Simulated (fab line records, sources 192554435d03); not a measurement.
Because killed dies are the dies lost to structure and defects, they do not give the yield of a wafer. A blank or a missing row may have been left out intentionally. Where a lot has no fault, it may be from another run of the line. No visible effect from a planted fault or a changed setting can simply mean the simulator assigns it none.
Matching of chambers :: flow n5_finfet :: N5_BEOL_M8_STRIP_19 on rie_diel-03 has 4 sister chambers
The step strips in O2. 8 wafers are shown with their chamber, then 7 later ones without.

== WAFERS WITH THEIR CHAMBER ==
wafer: L075.3
chamber: 2
drypump_motor_current_A (A): 5.95
showerhead_plenum_p_Torr (Torr): 2.15

wafer: L085.3
chamber: 1
drypump_motor_current_A (A): 5.77
showerhead_plenum_p_Torr (Torr): 2.00

wafer: L085.4
chamber: 2
drypump_motor_current_A (A): 5.95
showerhead_plenum_p_Torr (Torr): 2.14

wafer: L087.1
chamber: 0
drypump_motor_current_A (A): 5.53
showerhead_plenum_p_Torr (Torr): 2.06

wafer: L087.2
chamber: 3
drypump_motor_current_A (A): 5.67
showerhead_plenum_p_Torr (Torr): 1.95

wafer: L087.6
chamber: 3
drypump_motor_current_A (A): 5.65
showerhead_plenum_p_Torr (Torr): 1.95

wafer: L096.1
chamber: 1
drypump_motor_current_A (A): 5.74
showerhead_plenum_p_Torr (Torr): 2.00

wafer: L096.2
chamber: 0
drypump_motor_current_A (A): 5.54
showerhead_plenum_p_Torr (Torr): 2.06

== WAFERS WITHOUT THEIR CHAMBER ==
wafer: L096.5
drypump_motor_current_A (A): 5.53
showerhead_plenum_p_Torr (Torr): 2.06

wafer: L093.2
drypump_motor_current_A (A): 5.64
showerhead_plenum_p_Torr (Torr): 1.95

wafer: L093.3
drypump_motor_current_A (A): 5.52
showerhead_plenum_p_Torr (Torr): 2.06

wafer: L093.6
drypump_motor_current_A (A): 5.53
showerhead_plenum_p_Torr (Torr): 2.06

wafer: L095.1
drypump_motor_current_A (A): 5.93
showerhead_plenum_p_Torr (Torr): 2.13

wafer: L095.2
drypump_motor_current_A (A): 5.65
showerhead_plenum_p_Torr (Torr): 1.95

wafer: L095.6
drypump_motor_current_A (A): 5.55
showerhead_plenum_p_Torr (Torr): 2.06

== THE CHAMBER EACH PASSED THROUGH ==
wafer: L096.5
from the rows above: 0
in truth: 0

wafer: L093.2
from the rows above: 3
in truth: 3

wafer: L093.3
from the rows above: 0
in truth: 0

wafer: L093.6
from the rows above: 0
in truth: 0

wafer: L095.1
from the rows above: 2
in truth: 2

wafer: L095.2
from the rows above: 3
in truth: 3

wafer: L095.6
from the rows above: 0
in truth: 0
7 of 7 placed correctly. Left unplaced by these rows: 0. Number placed wrongly: 0.
How it was worked out, from the rows above alone: a wafer's distance from a chamber is the root of the sum, over the readings, of the square of ((its reading less the chamber's mean) divided by the reading's scatter). If the next closest chamber is less than 2 further off than the closest, the wafer can't be placed; otherwise it belongs to the closest. The mean given for a chamber averages the wafers shown for that chamber. The scatter is the square root of a quotient: the sum, over the shown wafers, of each reading's squared deviation from its chamber's mean, divided by wafers minus chambers.
